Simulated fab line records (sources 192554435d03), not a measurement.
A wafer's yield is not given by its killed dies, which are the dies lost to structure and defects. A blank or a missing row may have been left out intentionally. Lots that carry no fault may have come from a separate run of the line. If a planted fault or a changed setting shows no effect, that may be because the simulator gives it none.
8D (eight disciplines) problem report, filled in by code || flow n5_finfet || the parts of the form that need people (team, actions taken, sign-off) are left out

## 1. WHAT WENT WRONG
Wafers without a fault read 20.3 s, standard deviation 2.3; time_to_endpoint_s at N5_GATE_CUT_CMP_23 reads a mean of 40.2 s on 6 wafers belonging to 2 lots. That is +8.7 standard deviations from the usual mean.
The step: polishes, stops on SiO2, t overpolish 23.4 s, target thk 16 nm.
First seen on wafer L910.3, day 6 15:16, on cmp-03. The record holds 26 wafers of 9 lots with a number at this step. By rule, "out" or "out of limits" means more than 4 standard deviations away from the usual mean. The other wafers with a number count as sound.

## 2. WHAT THIS IS AND IS NOT
{"question": "which readings at this step", "is": "time_to_endpoint_s", "is not": "motor_current_A"}
{"question": "which lots", "is": "L910, L912", "is not": "L902, L905, L906, L922, L923, L924, L925"}
{"question": "which wafers of those lots", "is": "all that have a number", "is not": "-"}
{"question": "read on which tools", "is": "cmp-03", "is not": "cmp-01, cmp-02"}
{"question": "when", "is": "from day 6 15:16", "is not": "up to then (8 sound wafers); but 12 sound wafers of L922, L923, L924, L925 came after"}

## 3. SUSPECTS, AND WHAT RULES EACH OUT
Counting: a tool at a process step up to the reading stays a suspect if it ran every lot that is out and no sound lot after the first of them.
- rie_diel-02 at N5_GATE_CUT_HM_OPEN_40 (chemistry C4F6/O2, target SiO2, target depth 139 nm, time 85.1 s): ruled out as a lasting fault. Sound lots L925 ran on it after its first lot that is out, L910 (day 6 12:46).
- cmp-03 at N5_GATE_CUT_CMP_23 (polishes, stops on SiO2, t overpolish 23.4 s, target thk 16 nm): kept. Every lot that is out went through it, starting with L910 (day 6 15:16), and after that it ran no sound lot; the last sound lot it ran before then is L906 (day 5 14:19). Its own time_to_endpoint_s readings are out on those wafers.
Remaining after the count: cmp-03 at N5_GATE_CUT_CMP_23.

## 4. THE CAUSE (what the simulator had put in)
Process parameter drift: cmp-03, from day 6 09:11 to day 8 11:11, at N5_GATE_CUT_CMP_23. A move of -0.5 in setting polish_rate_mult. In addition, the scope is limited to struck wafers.
The count eliminated every tool but this one.

## 5. THE CHAIN OF EFFECTS, in route order
Each row: a reading where the mean over the struck wafers with a number is more than 3 standard deviations away from the usual. Only readings for which the record gives a usual standard deviation are gone through. hours: the time from each lot's start at the first step in this table that gives one to its start at this step, as a median over the lots. sigmas: the change in usual standard deviations.
{"hours": 0, "step": "N5_GATE_CUT_CMP_23", "reading": "time_to_endpoint_s", "usual": "20.3 s", "on struck wafers": 40.2, "change": "+19.9", "sigmas": "+8.7"}
Here are the process steps it includes:
- N5_GATE_CUT_CMP_23: polishes, stops on SiO2, t overpolish 23.4 s, target thk 16 nm.
At these later measuring or inspecting steps, every struck wafer for which the step has a row has a number for every such reading, and none has moved that far: N5_BEOL_M4_RC_MEAS_101.

## 6. HOW IT WOULD HAVE BEEN CAUGHT EARLIER
In this record no reading fell out of limits until day 6 15:16, 6 hours after the fault had begun at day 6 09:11.
